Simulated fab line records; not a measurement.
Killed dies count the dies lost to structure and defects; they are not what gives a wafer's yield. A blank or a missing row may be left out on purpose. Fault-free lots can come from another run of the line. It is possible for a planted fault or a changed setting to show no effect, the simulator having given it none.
fab line records + flow n5_finfet
[record]
- lots = 10
- wafers = 30
- last_day = 19
route steps=1938 shown BEOL_M1@822 PASSIVATION@1910
lots with no fault: from the same line, run without faults
start_h: hours from the record's first day to the start of the lot's first wafer shown + wait_h: hours from the lot's prior step to this one + " the same as in the row above + L1.1+2: one row covering several wafers at once + - no value, or no start was given + * or withheld: withheld + < > ~ a bound
route shown NAME@n: a module of which the file shows steps, and the number in the route of the first + usual: mean and standard deviation over wafers with no fault + same: alike in all rows + chamber/n: place in a boat + sites: the reading at each site + _std_site: standard deviation of those values + _edge_site: the outer-site mean with the inner-site mean subtracted + radius_mm: how far each site lies from the wafer's centre + mask NAME#n: copy n + behind: the last tool/chamber to shape the wafer + hold: why the lot went on hold/how many hours it stayed there/how the hold came to an end + device: the n, p or np transistor that did not switch + end of line: the route-end tests of the same wafers + for a step that has no rows: nothing shown but its recipe + killed: at the first sort, the dies lost to defects and structure; wafer yield is something else + map: shows each die of a wafer: x if killed, . if not, _ if none is there
set.NAME: the setting as run; set.NAME@STEP: as run at that earlier step + model.NAME: the simulator's own value behind a step, which no gauge read
a sample of lots followed through the steps of the route, with each step as a table and each wafer as a row
services: a tool's chamber out of use, with start hour (start_h, from the record's first day; less than 0 if before it), hours out, and reason
[[steps]]
[step N5_BEOL_M1_SPUTTER_88]
[recipe]
- material = Cu
- target_thk_a = 45
- temp_c = -20
- chamber_pressure_pa = 0.07
- power_w = withheld
- time_s = 8.29
[usual]
- chuck_gas_flow_sccm = 1.27/0.054
- throttle_valve_pct = 30.3/1.5
| lot.wafer | tool           | chamber | start_h | wait_h | chuck_gas_flow_sccm | throttle_valve_pct |
|-----------|----------------|---------|---------|--------|---------------------|--------------------|
| L492.1    | pvd_sputter-01 | -       | 133.47  | 0.1    | 1.23                | 29.5               |
| L492.5    | "              | -       | "       | "      | 1.38                | 29.5               |
| L492.6    | "              | -       | "       | "      | 1.29                | 33.1               |
| L494.4    | pvd_sputter-01 | -       | 145.15  | 0.1    | 1.39                | 33.0               |
| L494.5    | "              | -       | "       | "      | 1.37                | 29.2               |
| L494.6    | "              | -       | "       | "      | 1.24                | 28.6               |
| L495.1    | pvd_sputter-01 | -       | 149.95  | 0.1    | 1.29                | 29.7               |
| L495.2    | "              | -       | "       | "      | 1.28                | 32.6               |
| L495.6    | "              | -       | "       | "      | 1.32                | 29.2               |
| L496.3    | pvd_sputter-02 | -       | 167.51  | 0.1    | 1.27                | 29.3               |
| L496.5    | "              | -       | "       | "      | 1.31                | 32.5               |
| L496.6    | "              | -       | "       | "      | 1.30                | 29.1               |
| L497.3    | pvd_sputter-03 | -       | 169.20  | 0.1    | 1.30                | 29.3               |
| L497.4    | "              | -       | "       | "      | 1.17                | 32.1               |
| L497.6    | "              | -       | "       | "      | 1.31                | 29.5               |
| L498.2    | pvd_sputter-02 | -       | 171.88  | 0.1    | 1.25                | 32.4               |
| L498.5    | "              | -       | "       | "      | 1.25                | 32.5               |
| L498.6    | "              | -       | "       | "      | 1.17                | 29.4               |
| L500.2    | pvd_sputter-01 | -       | 186.27  | 0.1    | 1.22                | 28.2               |
| L500.5    | "              | -       | "       | "      | 1.31                | 29.8               |
| L500.6    | "              | -       | "       | "      | 1.39                | 33.0               |
| L501.1    | pvd_sputter-01 | -       | 199.44  | 0.1    | 1.33                | 29.8               |
| L501.3    | "              | -       | "       | "      | 1.39                | 28.1               |
| L501.4    | "              | -       | "       | "      | 1.33                | 29.2               |
| L510.1    | pvd_sputter-01 | -       | 256.71  | 0.1    | 1.34                | 29.1               |
| L510.2    | "              | -       | "       | "      | 1.30                | 33.0               |
| L510.5    | "              | -       | "       | "      | 1.33                | 27.9               |
| L514.1    | pvd_sputter-03 | -       | 283.06  | 0.1    | 1.22                | 29.3               |
| L514.4    | "              | -       | "       | "      | 1.18                | 30.8               |
| L514.6    | "              | -       | "       | "      | 1.40                | 29.4               |
[step N5_PASSIVATION_ETCH_59]
[recipe]
- chemistry = Cl2/BCl3
- target = TaN
- target_depth_a = 650
- time_s = 34.9
- ion_energy_ev = 100
- pressure_mtorr = 10
- icp_w = 900
- bias_w = 100
- Cl2_flow_sccm = 60
- bcl3_flow_sccm = 30
[usual]
- bcl3_flow_sccm = 30.00/0.084
- drypump_motor_current_A = 5.5/0.45
- mfc_cl2_sccm = 60.02/0.18
- oes_product_au = 0.82/0.071
- throttle_valve_pct = 20.99/0.18
| lot.wafer | tool         | chamber | start_h | wait_h | bcl3_flow_sccm | drypump_motor_current_A | mfc_cl2_sccm | oes_product_au | rf_hours_counter_h | throttle_valve_pct |
|-----------|--------------|---------|---------|--------|----------------|-------------------------|--------------|----------------|--------------------|--------------------|
| L492.1    | rie_metal-01 | 1       | 308.47  | 0.3    | 30.06          | 5.0                     | 60.21        | 0.89           | 8                  | 20.91              |
| L492.5    | "            | 0       | "       | "      | 29.94          | 5.0                     | 60.07        | 0.80           | -                  | 21.00              |
| L492.6    | "            | 1       | "       | "      | 29.99          | 5.0                     | 60.06        | 0.89           | -                  | 20.93              |
| L494.4    | rie_metal-01 | 1       | 326.96  | 0.2    | 30.08          | 5.0                     | 60.27        | 0.87           | -                  | 20.94              |
| L494.5    | "            | 1       | "       | "      | 30.12          | 5.0                     | 59.95        | 0.86           | -                  | 20.93              |
| L494.6    | "            | 0       | "       | "      | 29.94          | 5.0                     | 60.19        | 0.78           | -                  | 21.01              |
| L495.1    | rie_metal-01 | 0       | 328.63  | 0.3    | 30.02          | 5.0                     | 59.95        | 0.79           | 37                 | 21.02              |
| L495.2    | "            | 1       | "       | "      | 30.06          | 5.0                     | 59.90        | 0.87           | 10                 | 20.92              |
| L495.6    | "            | 1       | "       | "      | 29.81          | 5.0                     | 60.05        | 0.88           | -                  | 20.91              |
| L496.3    | rie_metal-02 | 0       | 330.21  | 0.5    | 30.02          | 6.1                     | 59.94        | 0.80           | -                  | 21.08              |
| L496.5    | "            | 0       | "       | "      | 30.16          | 6.1                     | 59.95        | 0.79           | -                  | 21.10              |
| L496.6    | "            | 0       | "       | "      | 30.19          | 6.0                     | 60.09        | 0.80           | -                  | 21.10              |
| L498.2    | rie_metal-01 | 0       | 336.02  | 0.3    | 30.02          | 5.0                     | 59.88        | 0.78           | 39                 | 21.05              |
| L498.5    | "            | 1       | "       | "      | 29.97          | 5.0                     | 60.04        | 0.87           | -                  | 20.91              |
| L498.6    | "            | 0       | "       | "      | 29.98          | 5.0                     | 59.89        | 0.79           | -                  | 21.02              |
| L497.3    | rie_metal-01 | 0       | 342.34  | 0.2    | 29.99          | 5.0                     | 59.84        | 0.79           | -                  | 21.03              |
| L497.4    | "            | 1       | "       | "      | 30.02          | 5.0                     | 60.17        | 0.86           | -                  | 20.93              |
| L497.6    | "            | 0       | "       | "      | 30.03          | 5.0                     | 59.95        | 0.79           | -                  | 21.03              |
| L500.2    | rie_metal-03 | 0       | 359.23  | 0.3    | 29.96          | 6.0                     | 60.11        | 0.93           | 6                  | 20.72              |
| L500.5    | "            | 1       | "       | "      | 29.85          | 5.4                     | 60.11        | 0.75           | -                  | 21.24              |
| L500.6    | "            | 0       | "       | "      | 29.97          | 6.0                     | 60.16        | 0.93           | -                  | 20.71              |
| L501.1    | rie_metal-03 | 1       | 364.63  | 0.3    | 29.96          | 5.4                     | 60.16        | 0.76           | 55                 | 21.25              |
| L501.3    | "            | 1       | "       | "      | 29.98          | 5.4                     | 60.13        | 0.76           | -                  | 21.23              |
| L501.4    | "            | 0       | "       | "      | 29.91          | 6.0                     | 59.84        | 0.93           | -                  | 20.70              |
| L510.1    | rie_metal-03 | 0       | 456.44  | 0.3    | 29.81          | 6.0                     | 59.79        | 0.89           | 15                 | 20.72              |
| L510.2    | "            | 1       | "       | "      | 30.05          | 5.4                     | 60.01        | 0.74           | 63                 | 21.25              |
| L510.5    | "            | 0       | "       | "      | 29.99          | 6.0                     | 60.15        | 0.88           | -                  | 20.74              |
| L514.1    | rie_metal-01 | 0       | 460.67  | 0.3    | 30.07          | 5.0                     | 60.24        | 0.75           | 50                 | 21.06              |
| L514.4    | "            | 0       | "       | "      | 30.02          | 5.0                     | 60.21        | 0.74           | -                  | 21.05              |
| L514.6    | "            | 1       | "       | "      | 29.94          | 5.0                     | 59.99        | 0.82           | -                  | 20.96              |
[step N5_PASSIVATION_CD_MEAS_44]
[recipe]
- target_cd_nm = 40000
- landing_energy_ev = 500
- detector = se_inlens
[usual]
- cd_nm = 39999/2.7
| lot.wafer | tool      | chamber | start_h | wait_h | cd_nm |
|-----------|-----------|---------|---------|--------|-------|
| L492.1    | cd_sem-03 | 0       | 309.65  | -      | 40004 |
| L492.5    | "         | 0       | "       | "      | 40001 |
| L492.6    | "         | 0       | "       | "      | 40004 |
| L494.4    | cd_sem-03 | 0       | 328.23  | -      | 39999 |
| L494.5    | "         | 0       | "       | "      | 40002 |
| L494.6    | "         | 0       | "       | "      | 39999 |
| L495.1    | cd_sem-02 | 0       | 329.84  | -      | 39999 |
| L495.2    | "         | 0       | "       | "      | 40000 |
| L495.6    | "         | 0       | "       | "      | 39998 |
| L496.3    | cd_sem-02 | 0       | 331.41  | -      | 39998 |
| L496.5    | "         | 0       | "       | "      | 40000 |
| L496.6    | "         | 0       | "       | "      | 40002 |
| L498.2    | cd_sem-01 | 0       | 337.31  | -      | 39998 |
| L498.5    | "         | 0       | "       | "      | 40001 |
| L498.6    | "         | 0       | "       | "      | 39998 |
| L497.3    | cd_sem-02 | 0       | 343.62  | -      | 40005 |
| L497.4    | "         | 0       | "       | "      | 39998 |
| L497.6    | "         | 0       | "       | "      | 40002 |
| L500.2    | cd_sem-03 | 0       | 360.63  | -      | 40005 |
| L500.5    | "         | 0       | "       | "      | 39999 |
| L500.6    | "         | 0       | "       | "      | 40004 |
| L501.1    | cd_sem-02 | 0       | 365.99  | -      | 40003 |
| L501.3    | "         | 0       | "       | "      | 40001 |
| L501.4    | "         | 0       | "       | "      | 40004 |
| L510.1    | cd_sem-03 | 0       | 457.74  | -      | 40003 |
| L510.2    | "         | 0       | "       | "      | 39999 |
| L510.5    | "         | 0       | "       | "      | 39999 |
| L514.1    | cd_sem-03 | 0       | 461.96  | -      | 39997 |
| L514.4    | "         | 0       | "       | "      | 39999 |
| L514.6    | "         | 0       | "       | "      | 39995 |
[step N5_PASSIVATION_DESCUM_46]
[recipe]
- chemistry = O2
- time_s = 7.9
- source_power_w = 50
- bias_power_w = 20
- pressure_mtorr = 20
- rf_frequency_hz = 2.712e+07
- temp_c = 40
- o2_flow_sccm = 225
[usual]
- drypump_motor_current_A = 5.49/0.22
- o2_flow_sccm = 225.0/0.65
- oes_product_au = 0.76/0.081
- rf_vpp_V = 242.7/1.5
- showerhead_plenum_p_Torr = 2.07/0.08
- throttle_valve_pct = 20.44/0.27
| lot.wafer | tool        | chamber | start_h | wait_h | drypump_motor_current_A | o2_flow_sccm | oes_product_au | rf_hours_counter_h | rf_vpp_V | showerhead_plenum_p_Torr | throttle_valve_pct |
|-----------|-------------|---------|---------|--------|-------------------------|--------------|----------------|--------------------|----------|--------------------------|--------------------|
| L492.1    | rie_diel-06 | 0       | 309.73  | 0.0    | 5.52                    | 225.4        | 0.71           | 231                | 241.1    | 1.98                     | 20.68              |
| L492.5    | "           | 1       | "       | "      | 5.85                    | 224.8        | 0.76           | -                  | 242.1    | 2.09                     | 19.98              |
| L492.6    | "           | 0       | "       | "      | 5.54                    | 225.5        | 0.70           | -                  | 241.5    | 1.98                     | 20.71              |
| L494.4    | rie_diel-06 | 1       | 328.32  | 0.0    | 5.86                    | 224.9        | 0.75           | 143                | 243.8    | 2.09                     | 20.02              |
| L494.5    | "           | 0       | "       | "      | 5.52                    | 224.5        | 0.70           | -                  | 241.5    | 1.97                     | 20.72              |
| L494.6    | "           | 1       | "       | "      | 5.85                    | 224.8        | 0.74           | -                  | 242.9    | 2.09                     | 20.01              |
| L495.1    | rie_diel-03 | 2       | 329.94  | 0.0    | 5.60                    | 224.7        | 0.72           | 198                | 241.4    | 1.90                     | 20.45              |
| L495.2    | "           | 3       | "       | "      | 5.31                    | 224.7        | 0.80           | 99                 | 244.1    | 2.11                     | 20.76              |
| L495.6    | "           | 2       | "       | "      | 5.60                    | 225.0        | 0.70           | -                  | 238.8    | 1.90                     | 20.44              |
| L496.3    | rie_diel-06 | 3       | 331.59  | 0.1    | 5.33                    | 223.6        | 0.75           | 179                | 242.9    | 2.09                     | 20.63              |
| L496.5    | "           | 1       | "       | "      | 5.85                    | 226.1        | 0.74           | -                  | 243.1    | 2.09                     | 20.01              |
| L496.6    | "           | 0       | "       | "      | 5.51                    | 225.0        | 0.70           | -                  | 240.5    | 1.98                     | 20.72              |
| L498.2    | rie_diel-05 | 0       | 337.42  | 0.1    | 5.11                    | 224.8        | 0.71           | 211                | 245.1    | 2.16                     | 20.85              |
| L498.5    | "           | 2       | "       | "      | 5.90                    | 225.0        | 0.67           | -                  | 241.6    | 2.06                     | 20.36              |
| L498.6    | "           | 1       | "       | "      | 5.53                    | 225.1        | 0.86           | -                  | 245.0    | 2.13                     | 20.46              |
| L497.3    | rie_diel-03 | 1       | 344.03  | 0.4    | 5.43                    | 225.1        | 0.81           | 97                 | 242.8    | 2.10                     | 20.06              |
| L497.4    | "           | 0       | "       | "      | 5.45                    | 224.9        | 0.69           | 212                | 242.3    | 2.08                     | 20.50              |
| L497.6    | "           | 1       | "       | "      | 5.45                    | 225.7        | 0.82           | -                  | 242.5    | 2.10                     | 20.07              |
| L500.2    | rie_diel-03 | 3       | 360.72  | 0.0    | 5.29                    | 225.6        | 0.80           | 108                | 244.1    | 2.11                     | 20.78              |
| L500.5    | "           | 3       | "       | "      | 5.26                    | 224.7        | 0.79           | -                  | 243.4    | 2.11                     | 20.77              |
| L500.6    | "           | 2       | "       | "      | 5.60                    | 224.9        | 0.70           | -                  | 239.2    | 1.89                     | 20.47              |
| L501.1    | rie_diel-05 | 1       | 366.07  | 0.0    | 5.52                    | 225.1        | 0.86           | 63                 | 241.7    | 2.13                     | 20.45              |
| L501.3    | "           | 3       | "       | "      | 5.60                    | 225.3        | 0.82           | 99                 | 244.3    | 2.11                     | 20.42              |
| L501.4    | "           | 3       | "       | "      | 5.60                    | 225.7        | 0.82           | -                  | 243.0    | 2.11                     | 20.41              |
| L510.1    | rie_diel-03 | 3       | 457.90  | 0.1    | 5.26                    | 225.2        | 0.77           | 136                | 244.0    | 2.10                     | 20.82              |
| L510.2    | "           | 1       | "       | "      | 5.46                    | 225.0        | 0.78           | 127                | 242.9    | 2.09                     | 20.13              |
| L510.5    | "           | 0       | "       | "      | 5.45                    | 225.1        | 0.67           | -                  | 242.9    | 2.07                     | 20.54              |
| L514.1    | rie_diel-05 | 3       | 462.05  | 0.0    | 5.60                    | 224.5        | 0.79           | 136                | 243.5    | 2.10                     | 20.46              |
| L514.4    | "           | 0       | "       | "      | 5.11                    | 225.0        | 1.00           | 6                  | 243.5    | 2.14                     | 20.46              |
| L514.6    | "           | 1       | "       | "      | 5.57                    | 225.2        | 0.82           | -                  | 243.5    | 2.12                     | 20.49              |
[step N5_PASSIVATION_PROBE_49]
[usual]
- defect_limited_yield = 90.9/1.3
- killed_at_M0_to_M3 = 36/11
- killed_at_M4_up = 13/5.1
- killed_at_contacts = 14/4.9
- killed_at_front_end = 41/10
- killed_at_other = 3.4/2.6
- killed_dies = 107/16
- killed_on_rim = 14/4
- killed_open = 70/11
- killed_short = 36/7.8
- sort_bin_5_function = 5.4/0.84
- sort_bin_6_memory = 3.4/0.67
- sort_n_pass = 1073/16
- sort_yield_pct = 90.9/1.3
[same]
- gross_dies = 1180
- killed_at_back_side = 0
- sort_bin_4_leakage[%] = 0
- sort_bin_8_speed[%] = 0
| lot.wafer | tool      | chamber | start_h | wait_h | defect_limited_yield[%] | killed_at_M0_to_M3 | killed_at_M4_up | killed_at_contacts | killed_at_front_end | killed_at_other | killed_dies | killed_on_rim | killed_open | killed_short | sort_bin_5_function[%] | sort_bin_6_memory[%] | sort_n_pass | sort_yield_pct[%] |
|-----------|-----------|---------|---------|--------|-------------------------|--------------------|-----------------|--------------------|---------------------|-----------------|-------------|---------------|-------------|--------------|------------------------|----------------------|-------------|-------------------|
| L501.1    | prober-02 | -       | 369.12  | 0.0    | 92.2                    | 25                 | 3               | 27                 | 36                  | 1               | 92          | 12            | 61          | 30           | 4.0                    | 3.3                  | 1088        | 92.2              |
| L501.3    | prober-02 | -       | 369.22  | 0.1    | 91.4                    | 27                 | 10              | 18                 | 40                  | 6               | 101         | 15            | 69          | 27           | 5.3                    | 2.6                  | 1079        | 91.4              |
| L501.4    | prober-02 | -       | 369.27  | 0.2    | 91.1                    | 37                 | 11              | 9                  | 48                  | 0               | 105         | 15            | 68          | 36           | 5.3                    | 2.8                  | 1075        | 91.1              |
| L510.1    | prober-01 | -       | 461.03  | 0.0    | 91.1                    | 36                 | 15              | 8                  | 42                  | 4               | 105         | 9             | 67          | 36           | 5.3                    | 3.1                  | 1075        | 91.1              |
| L510.2    | prober-01 | -       | 461.08  | 0.1    | 87.1                    | 101                | 15              | 5                  | 31                  | 0               | 152         | 29            | 56          | 31           | 8.1                    | 3.9                  | 1028        | 87.1              |
| L510.5    | prober-01 | -       | 461.23  | 0.2    | 89.6                    | 47                 | 19              | 17                 | 37                  | 3               | 123         | 9             | 80          | 40           | 5.7                    | 4.4                  | 1057        | 89.6              |
// killed by level:class
L501.1 MOL_CONTACT_COAG:geometric_particle:open=23 FIN_SAQP:geometric_particle:short=15 FIN_SAQP:geometric_particle:open=10 BEOL_M1:geometric_particle:open=9 BEOL_M0_SAQP:geometric_particle:open=5 MOL_CONTACT_COAG:geometric_particle:short=4 BEOL_M3:geometric_particle:open=4 ILD0:geometric_particle:short=3
L501.3 FIN_SAQP:geometric_particle:open=20 MOL_CONTACT_COAG:geometric_particle:open=15 FIN_SAQP:geometric_particle:short=6 BEOL_M2:geometric_particle:short=5 BEOL_M3:geometric_particle:open=4 BEOL_M0_SAQP:geometric_particle:short=4 BEOL_M0_SAQP:geometric_particle:open=4 PASS1_DEP:geometric_particle:open=4
L501.4 FIN_SAQP:geometric_particle:open=14 FIN_SAQP:geometric_particle:short=10 BEOL_M4:geometric_particle:open=8 BEOL_M0_SAQP:geometric_particle:open=8 MOL_CONTACT_COAG:geometric_particle:open=7 BEOL_M0_SAQP:geometric_particle:short=7 ILD0:geometric_particle:short=6 BEOL_M0:geometric_particle:open=6
L510.1 STI_FIN_REVEAL:geometric_particle:open=12 BEOL_M0_SAQP:geometric_particle:short=10 MOL_CONTACT_COAG:geometric_particle:open=6 BEOL_M0_SAQP:geometric_particle:open=6 BEOL_M2:geometric_particle:open=6 DUMMY_GATE:geometric_particle:open=5 BEOL_M3:geometric_particle:open=5 BEOL_M4:geometric_particle:open=5
L510.2 BEOL_M1:unspecified=63 BEOL_M0_SAQP:geometric_particle:short=12 BEOL_M0_SAQP:geometric_particle:open=11 STI_FIN_REVEAL:geometric_particle:open=8 DUMMY_GATE:geometric_particle:open=6 GATE_CUT:geometric_particle:open=5 MOL_CONTACT_COAG:geometric_particle:open=5 BEOL_M1:geometric_particle:open=5
L510.5 MOL_CONTACT_COAG:geometric_particle:open=13 BEOL_M0_SAQP:geometric_particle:short=13 BEOL_M0_SAQP:geometric_particle:open=11 BEOL_M4:geometric_particle:open=8 STI_FIN_REVEAL:geometric_particle:open=8 BEOL_M3:geometric_particle:short=8 DUMMY_GATE:geometric_particle:open=7 FIN_SAQP:geometric_particle:short=6
[[services]]
| tool           | chamber | start_h | hours | kind   |
|----------------|---------|---------|-------|--------|
| rie_diel-06    | 1       | 110.57  | 8.0   | repair |
| pvd_sputter-01 | -       | 112.49  | 2.9   | repair |
| rie_metal-01   | 1       | 154.16  | 10.1  | repair |
| rie_metal-01   | -       | 169.85  | 1.4   | pm     |
| rie_diel-05    | 2       | 191.71  | 1.3   | repair |
| rie_metal-02   | -       | 251.55  | 0.3   | repair |
| rie_metal-03   | -       | 274.07  | 1.4   | pm     |
| rie_diel-06    | 2       | 285.04  | 20.5  | repair |
| rie_diel-03    | 1       | 290.99  | 9.8   | repair |
| rie_diel-05    | 0       | 297.70  | 19.9  | repair |
| rie_diel-06    | 0       | 300.01  | 1.3   | repair |
| rie_diel-06    | 3       | 303.75  | 16.3  | repair |
| rie_diel-06    | 2       | 311.68  | 4.3   | repair |
| rie_diel-06    | -       | 315.30  | 0.9   | repair |
| rie_diel-05    | 1       | 340.08  | 4.4   | repair |
| rie_diel-05    | 2       | 342.03  | 3.2   | repair |
| rie_metal-02   | -       | 348.74  | 14.6  | pm     |
| rie_diel-03    | 1       | 369.64  | 16.3  | repair |
| rie_diel-05    | 1       | 387.25  | 21.5  | repair |
| rie_diel-06    | 3       | 398.74  | 2.8   | repair |
| rie_diel-03    | 3       | 417.16  | 6.7   | repair |
| rie_metal-02   | -       | 431.06  | 2.8   | pm     |
| pvd_sputter-02 | -       | 446.64  | 2.0   | repair |
| rie_diel-03    | 2       | 460.10  | 5.9   | repair |
[[key]]
[first_sign]
- step = N5_PASSIVATION_PROBE_49
- reading = killed_at_M0_to_M3
- direction = up
- sigmas = 5.7
- usual = 36
- struck = 101
[effect]
- step = N5_PASSIVATION_PROBE_49
- reading = defect_limited_yield
- direction = down
- sigmas = 2.8
- usual = 90.9
- struck = 87.1
[more_kills_born_at]
- N5_BEOL_M1_SPUTTER_88@pvd_sputter-01 = 63
met_at N5_BEOL_M1_SPUTTER_88
struck_lots L510
struck_wafers L510.2
not_acting_at N5_PASSIVATION_ETCH_59,N5_PASSIVATION_CD_MEAS_44,N5_PASSIVATION_DESCUM_46
onset_between 186.27 256.71
[fault]
- kind = chamber_particle_source
- tool = pvd_sputter-01
- chamber = -
- onset_h = 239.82
- steps = N5_BEOL_M1_SPUTTER_88
- rate_per_visit_cm2 = 0.42081
- end_h = 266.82
- scope = struck_wafers_only
